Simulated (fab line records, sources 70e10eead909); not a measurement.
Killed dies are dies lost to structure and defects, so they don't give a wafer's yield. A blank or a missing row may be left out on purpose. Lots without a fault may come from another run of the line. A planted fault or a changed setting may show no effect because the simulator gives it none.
A struck lot beside a sound one | flow nand_harc | 19 steps out of a route of 1302
Sound: wafers L434.1, L434.3, L434.4. Struck: wafers L441.2, L441.4, L441.6. The cause comes at the end.
At each step with rows: each side's tool, then ch and its chambers, then its first start. Under that, the readings that differ: sound wafers | struck wafers | difference of the means | sigmas: that difference in standard deviations of wafers without a fault.
alike: readings whose means differ by less than 2 such deviations, and words and numbers that are the same on both sides. not compared: withheld readings, readings that some wafer has no value for, bounds like >300 that may hide the same value, and numbers for which the record gives no deviation and whose values overlap.
The two part at a step that has a row with sigmas, a row that says differs or no value, or rows on one side only. Numbers that don't overlap but have no deviation are shown without sigmas and don't part them. A reading that every wafer of one side lacks parts them only if that side has two wafers or more.

NHARC_P_GATE_CD_MEAS_59: target cd 720 nm.
  sound on cd_sem-02 ch 0, day 6 08:14; struck on cd_sem-01 ch 0, day 9 03:31
  alike: cd_nm
then, 1 step without rows for these wafers: NHARC_P_GATE_HARDBAKE_60 (time 80 s).
NHARC_P_GATE_DESCUM_61: chemistry O2, time 3 s.
  sound on rie_diel-10 ch 0,1,2, day 6 08:25; struck on rie_diel-09 ch 0,2,3, day 9 03:43
  alike: drypump_motor_current_A, oes_product_au, rf_vpp_V, showerhead_plenum_p_Torr, throttle_valve_pct
  not compared: rf_hours_counter_h
then, 1 step without rows for these wafers: NHARC_P_GATE_IMPLANT_62.
NHARC_P_GATE_STRIP_112: strips in N2/H2, time 200 s.
  sound on plasma_asher-01 ch 0,1, day 6 08:49; struck on plasma_asher-02 ch 0, day 9 04:07
  alike: drypump_motor_current_A, heater_power_w
  not compared: rf_hours_counter_h
NHARC_P_GATE_STRIP_76: strips in O2.
  sound on plasma_asher-01 ch 0,1, day 6 09:03; struck on plasma_asher-02 ch 0, day 9 04:20
  alike: drypump_motor_current_A, heater_power_w
  not compared: rf_hours_counter_h
then, 6 steps without rows for these wafers: NHARC_P_GATE_STRIP_63 (strips in SPM, time 900 s); NHARC_P_GATE_DEHYDRATE_83 (time 120 s); NHARC_P_GATE_HMDS_84 (time 30 s); NHARC_P_GATE_COAT_85; NHARC_P_GATE_SOFTBAKE_86 (time 95 s); NHARC_P_GATE_EBR_87.
NHARC_P_GATE_EXPOSE_88: exposes mask P HVN, target cd 2000 nm.
  sound on krf_scanner-03 ch 0, day 6 09:48; struck on krf_scanner-01 ch 0, day 9 05:05
  reading              | sound                | struck               | difference | sigmas
  exposure_dose_mJ_cm2 | 11.857 11.876 11.866 | 10.916 10.906 10.905 | -0.957     | -87
  alike: mask
then, 2 steps without rows for these wafers: NHARC_P_GATE_PEB_89 (peb time 85 s); NHARC_P_GATE_DEVELOP_90 (time 70 s).
NHARC_P_GATE_CD_MEAS_91: target cd 2000 nm.
  sound on cd_sem-02 ch 0, day 6 09:58; struck on cd_sem-03 ch 0, day 9 05:15
  reading    | sound                | struck               | difference | sigmas
  cd_nm (nm) | 1999.9 2000.1 1995.1 | 1985.2 1987.0 1986.1 | -12.3      | -6
then, 1 step without rows for these wafers: NHARC_P_GATE_HARDBAKE_92 (time 80 s).
NHARC_P_GATE_DESCUM_93: chemistry O2, time 3 s.
  sound on rie_diel-09 ch 0,1,2, day 6 10:07; struck on rie_diel-04 ch 1,2, day 9 05:24
  reading                 | sound          | struck         | difference | sigmas
  model.P_GATE.cd_nm (nm) | 2000 2001 1995 | 1985 1987 1986 | -13        |
  alike: drypump_motor_current_A, oes_product_au, rf_vpp_V, showerhead_plenum_p_Torr, throttle_valve_pct
  not compared: rf_hours_counter_h
then, 1 step without rows for these wafers: NHARC_P_GATE_IMPLANT_94.

WHERE THEY PART
First at NHARC_P_GATE_EXPOSE_88; last, within this record, at NHARC_P_GATE_CD_MEAS_91. Later steps at which nothing parts them and some readings are alike: NHARC_P_GATE_DESCUM_93.

WHY: what the simulator had put in
Process parameter drift: krf_scanner-01, from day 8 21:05 on, at NHARC_P_GATE_EXPOSE_88. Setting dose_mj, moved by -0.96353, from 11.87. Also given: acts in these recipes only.
